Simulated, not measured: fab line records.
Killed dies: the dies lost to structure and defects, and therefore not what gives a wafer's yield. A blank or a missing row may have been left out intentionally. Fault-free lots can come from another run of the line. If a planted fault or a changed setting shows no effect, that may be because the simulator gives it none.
8D (eight disciplines) problem report, filled in by code / flow nand-harc / the parts of the form that need people (team, actions taken, sign-off) are left out

1. PROBLEM STATEMENT
A mean of 91.2 s is read at NHARC_P_BONDPAD_ETCH_24 for run-length-s, taken on 1 wafer of 1 lot, against 94.3 s (standard deviation 0.42) on wafers free of any fault. That is -7.4 standard deviations from the usual mean.
The step: etches the open film in CF4/N2, target depth 30 nm, time 72.99 s.
Earliest sighting: wafer L443.6 on rie-diel-07 at day 11 10:04. Wafers with a number at this step in the record: 33, from 11 lots. Rule for "out" (also "out of limits"): further than 4 standard deviations from the usual mean. Any other wafer with a number is counted as sound.

2. WHAT THIS IS AND IS NOT
question=which readings at this step; is=run-length-s; is not=drypump-motor-current-A, oes-product-au, rf-vpp-V, showerhead-plenum-p-Torr
question=which lots; is=L443; is not=L423, L424, L426, L427, L428, L430, L431, L432, L435, L436
question=which wafers of those lots; is=L443.6; is not=L443.2, L443.4
question=read on which tools; is=rie-diel-07; is not=rie-diel-06, rie-diel-13
question=when; is=from day 11 10:04; is not=up to then (32 sound wafers)

3. SUSPECTS, AND WHAT RULES EACH OUT
Counting: any tool at a process step up to the reading remains a suspect provided it ran every lot that is out. Sound lots after the first of them don't rule it out here, since some wafers of a struck lot are sound.
- rie-diel-07 at NHARC_P_BONDPAD_STRIP_15 (strips in O2): kept. L443, the lot that is out, went through it at day 11 09:55; up to then, the latest sound lot through it was L436 at day 9 17:33.
- rie-diel-07 at NHARC_P_BONDPAD_ETCH_24 (etches the open film in CF4/N2, target depth 30 nm, time 72.99 s): kept. L443, the lot that is out, went through it at day 11 10:04; up to then, the latest sound lot through it was L436 at day 9 17:42. On those wafers its own readings are out: run-length-s.
- rie-diel-07, NHARC_P_BONDPAD_ETCH_24: wafers that are out in chamber 0, sound lot-mates in chambers 2, 3.
The count leaves rie-diel-07 at NHARC_P_BONDPAD_ETCH_24 and rie-diel-07 at NHARC_P_BONDPAD_STRIP_15.

4. THE CAUSE (what the simulator had put in)
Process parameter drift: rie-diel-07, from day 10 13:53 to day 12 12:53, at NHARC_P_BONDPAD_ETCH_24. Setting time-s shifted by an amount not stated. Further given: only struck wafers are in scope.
2 suspects survive the count, and this tool is in that group.

5. THE EFFECT CHAIN, in route order
Rows list readings where the struck wafers' mean (over those with a number) sits beyond 3 standard deviations from the usual. Readings are gone through only where the record gives a usual standard deviation; hours: the median, over the lots, of the time from a lot's start at the first step in this table giving one to that lot's start at this step; sigmas: the change measured in usual standard deviations.
hours=0; step=NHARC_P_BONDPAD_ETCH_24; reading=run-length-s; usual=94.3 s; on struck wafers=91.2; change=-3.1; sigmas=-7.4
Its process steps:
- NHARC_P_BONDPAD_ETCH_24: etches the open film in CF4/N2, target depth 30 nm, time 72.99 s.
Later measuring or inspecting steps at which every struck wafer that the step has a row for has a number for every such reading, and none has moved that far: NHARC_END_SORT_01.

6. WHAT WOULD HAVE CAUGHT IT SOONER
First out-of-limits reading in this record: day 11 10:04, which is 20 hours after fault onset at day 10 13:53.
